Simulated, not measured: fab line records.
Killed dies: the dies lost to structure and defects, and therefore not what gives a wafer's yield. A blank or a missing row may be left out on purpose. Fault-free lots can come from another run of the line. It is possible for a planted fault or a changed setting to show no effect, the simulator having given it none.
Commonality check across tools -- flow nandHarc -- Sample size 11 lots and 33 wafers

## REASON FOR OPENING
On 2 of the 11 lots, a flag is raised at NHARC_A_CHANNEL_HOLE_D2_INSPECT_40 on the reading rawDefectCount. Wafers without a fault read 300, standard deviation 96.
Rule: a lot is flagged when every wafer of it that has a number lies more than 4 standard deviations from that mean, or none has a number. All remaining lots are regarded as sound.

lot,measured,on,"rawDefectCount, wafer by wafer",flag
L495,day 14 10:40,defectInspect-01,234 209 292,
L496,day 14 10:54,defectInspect-02,237 298 221,
L497,day 14 18:25,defectInspect-02,248 368 376,
L503,day 17 20:14,defectInspect-01,1202 1205 1182,FLAGGED
L505,day 18 10:19,defectInspect-01,262 377 242,
L507,day 18 14:27,defectInspect-02,1246 1162 1239,FLAGGED
L511,day 20 14:29,defectInspect-01,519 417 405,
L512,day 20 22:22,defectInspect-02,469 398 423,
L514,day 22 02:41,defectInspect-02,502 263 479,
L515,day 22 14:23,defectInspect-02,290 427 403,
L517,day 22 23:31,defectInspect-01,501 333 436,
The mean of the flagged lots' numbers is 1206, +906 from the usual (+9 standard deviations).

## TOOL THAT RAN EACH LOT
The record holds 2 process steps before the reading, out of a route of 1302 steps. Each cell gives the tool, then ch followed by the chambers the sampled wafers passed through, then the start.
lot,flag,NHARC_A_CHANNEL_HOLE_D2_ETCH_16,NHARC_A_CHANNEL_HOLE_D2_ETCH_23
L495,,"rieDiel-01 ch 0,3, day 14 04:22","harEtch-02 ch 0,1, day 14 06:44"
L496,,"rieDiel-13 ch 0,1, day 14 04:31","harEtch-01 ch 0,1, day 14 06:52"
L497,,"rieDiel-01 ch 0,1,3, day 14 12:07","harEtch-02 ch 0,1, day 14 14:10"
L503,FLAGGED,"rieDiel-06 ch 0,1,2, day 17 04:55","harEtch-02 ch 0,1, day 17 15:59"
L505,,"rieDiel-01 ch 0,1,2, day 18 03:53","harEtch-02 ch 0,1, day 18 05:59"
L507,FLAGGED,"rieDiel-06 ch 1,3, day 18 04:52","harEtch-02 ch 0, day 18 10:11"
L511,,"rieDiel-06 ch 0,1,2, day 20 06:31","harEtch-01 ch 0,1, day 20 10:04"
L512,,"rieDiel-06 ch 0,2,3, day 20 13:46","harEtch-01 ch 0,1, day 20 18:11"
L514,,"rieDiel-06 ch 0,1,2, day 21 20:24","harEtch-02 ch 0,1, day 21 22:32"
L515,,"rieDiel-06 ch 0,1,3, day 22 08:06","harEtch-01 ch 0,1, day 22 10:08"
L517,,"rieDiel-01 ch 0,2,3, day 22 16:58","harEtch-01 ch 0,1, day 22 19:03"
These steps, and what they do:
- NHARC_A_CHANNEL_HOLE_D2_ETCH_16: etches the open film in O2/COS, target depth 3100 nm, time 806 s.
- NHARC_A_CHANNEL_HOLE_D2_ETCH_23: etches the open film in C4F8/O2/Ar, time 819 s, target depth 1600 nm.
- NHARC_A_CHANNEL_HOLE_D2_INSPECT_40

## FLAGGED AGAINST TOTAL, ONE TOOL AT A TIME (gauges that did the reading follow at the end)
step,tool,lots run,flagged,share of the flagged lots,sound lots run after its first flagged lot
NHARC_A_CHANNEL_HOLE_D2_ETCH_16,rieDiel-01,4,0,none,-
NHARC_A_CHANNEL_HOLE_D2_ETCH_16,rieDiel-06,6,2,all,"4 (L511,L512,L514,L515)"
NHARC_A_CHANNEL_HOLE_D2_ETCH_16,rieDiel-13,1,0,none,-
NHARC_A_CHANNEL_HOLE_D2_ETCH_23,harEtch-01,5,0,none,-
NHARC_A_CHANNEL_HOLE_D2_ETCH_23,harEtch-02,6,2,all,"2 (L505,L514)"
NHARC_A_CHANNEL_HOLE_D2_INSPECT_40,defectInspect-01,5,1,some,"3 (L505,L511,L517)"
NHARC_A_CHANNEL_HOLE_D2_INSPECT_40,defectInspect-02,6,1,some,"3 (L512,L514,L515)"

## THE TABLE: WHAT IT ALLOWS
In 2 table rows, all flagged lots were run: rieDiel-06 (NHARC_A_CHANNEL_HOLE_D2_ETCH_16), harEtch-02 (NHARC_A_CHANNEL_HOLE_D2_ETCH_23).
- rieDiel-06 at NHARC_A_CHANNEL_HOLE_D2_ETCH_16 ran 6 lots, 2 of them flagged. Lots that were sound ran on it after the first flagged one (L511, L512, L514, L515); a persistent fault on the entire tool would not allow that.
- harEtch-02 at NHARC_A_CHANNEL_HOLE_D2_ETCH_23 ran 6 lots, 2 of them flagged. Lots that were sound ran on it after the first flagged one (L505, L514); a persistent fault on the entire tool would not allow that.
There is no row in the table that ran each flagged lot and no sound lot after the first.

## WHAT HAD BEEN PUT IN BY THE SIMULATOR
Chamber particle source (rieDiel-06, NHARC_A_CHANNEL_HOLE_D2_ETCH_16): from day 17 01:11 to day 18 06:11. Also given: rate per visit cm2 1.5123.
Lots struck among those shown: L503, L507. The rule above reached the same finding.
